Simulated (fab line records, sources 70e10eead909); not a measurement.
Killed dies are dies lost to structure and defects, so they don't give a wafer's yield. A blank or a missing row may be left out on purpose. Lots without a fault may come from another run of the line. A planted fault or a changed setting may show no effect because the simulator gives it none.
Chamber matching | flow nand_harc | NHARC_A_CHANNEL_FILL_D2_CMP_10 on cmp-04: 4 sister chambers
The step polishes, target thk 150 nm. 16 wafers are shown with their chamber, then 8 later ones without.

WAFERS WITH THEIR CHAMBER
wafer  | chamber | motor_current_A (A) | retaining_ring_pressure_frac | time_to_endpoint_s (s)
L076.1 | 2       | 11.5                | 1.002                        | 16.1
L076.3 | 3       | 12.2                | 0.999                        | 16.1
L076.5 | 0       | 12.9                | 1.006                        | 17.6
L082.2 | 0       | 13.0                | 0.999                        | 13.3
L082.3 | 3       | 11.4                | 0.990                        | 15.1
L082.4 | 1       | 11.2                | 1.000                        | 14.1
L086.1 | 2       | 11.8                | 0.996                        | 15.4
L086.2 | 3       | 11.4                | 0.999                        | 14.5
L086.6 | 2       | 11.8                | 0.999                        | 14.1
L089.1 | 2       | 11.1                | 1.005                        | 12.6
L089.4 | 3       | 12.2                | 0.994                        | 13.7
L089.5 | 3       | 11.8                | 0.998                        | 10.7
L090.1 | 1       | 10.8                | 0.998                        | 15.0
L090.2 | 0       | 13.1                | 1.001                        | 15.1
L090.5 | 3       | 11.7                | 1.001                        | 15.9
L093.2 | 3       | 11.9                | 0.997                        | 13.1

SIGNATURES (means of the wafers above)
reading                      | chamber 0 | chamber 1 | chamber 2 | chamber 3 | scatter within a chamber
motor_current_A              | 13.000    | 11.000    | 11.550    | 11.800    | 0.301
retaining_ring_pressure_frac | 1.00200   | 0.99900   | 1.00050   | 0.99686   | 0.0036
time_to_endpoint_s           | 15.333    | 14.550    | 14.550    | 14.157    | 1.78
Rule: a wafer's distance from a chamber is the root of the sum, over the readings, of the square of ((its reading less the chamber's mean) divided by the reading's scatter). The wafer belongs to the nearest chamber; if the next one is less than 2 further off, it can't be placed. The scatter: the root of (the sum of the squares of (reading less its chamber's mean) over the shown wafers, divided by (wafers less chambers)).

WAFERS WITHOUT THEIR CHAMBER
wafer  | motor_current_A (A) | retaining_ring_pressure_frac | time_to_endpoint_s (s)
L093.5 | 12.1                | 0.998                        | 15.5
L093.6 | 11.6                | 0.999                        | 15.6
L095.2 | 11.6                | 1.006                        | 15.9
L095.3 | 12.7                | 0.997                        | 13.8
L095.6 | 12.7                | 0.997                        | 14.3
L096.1 | 11.8                | 0.997                        | 14.8
L096.3 | 11.9                | 1.008                        | 13.5
L096.4 | 12.1                | 1.003                        | 14.2

WHICH CHAMBER EACH WENT THROUGH
wafer  | from the rows above               | in truth
L093.5 | can't be placed: 3 or 2 or 0      | 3
L093.6 | can't be placed: 2 or 3 or 1      | 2
L095.2 | can't be placed: 2 or 3 or 1      | 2
L095.3 | can't be placed: 0 or 3           | 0
L095.6 | can't be placed: 0 or 3           | 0
L096.1 | can't be placed: 3 or 2           | 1
L096.3 | can't be placed: 2 or 3 or 1 or 0 | 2
L096.4 | can't be placed: 2 or 3 or 0 or 1 | 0
Placed correctly: 0 of 8. Can't be placed from these rows: 8 (the true chamber is among the candidates in 7). Placed wrongly: 0.
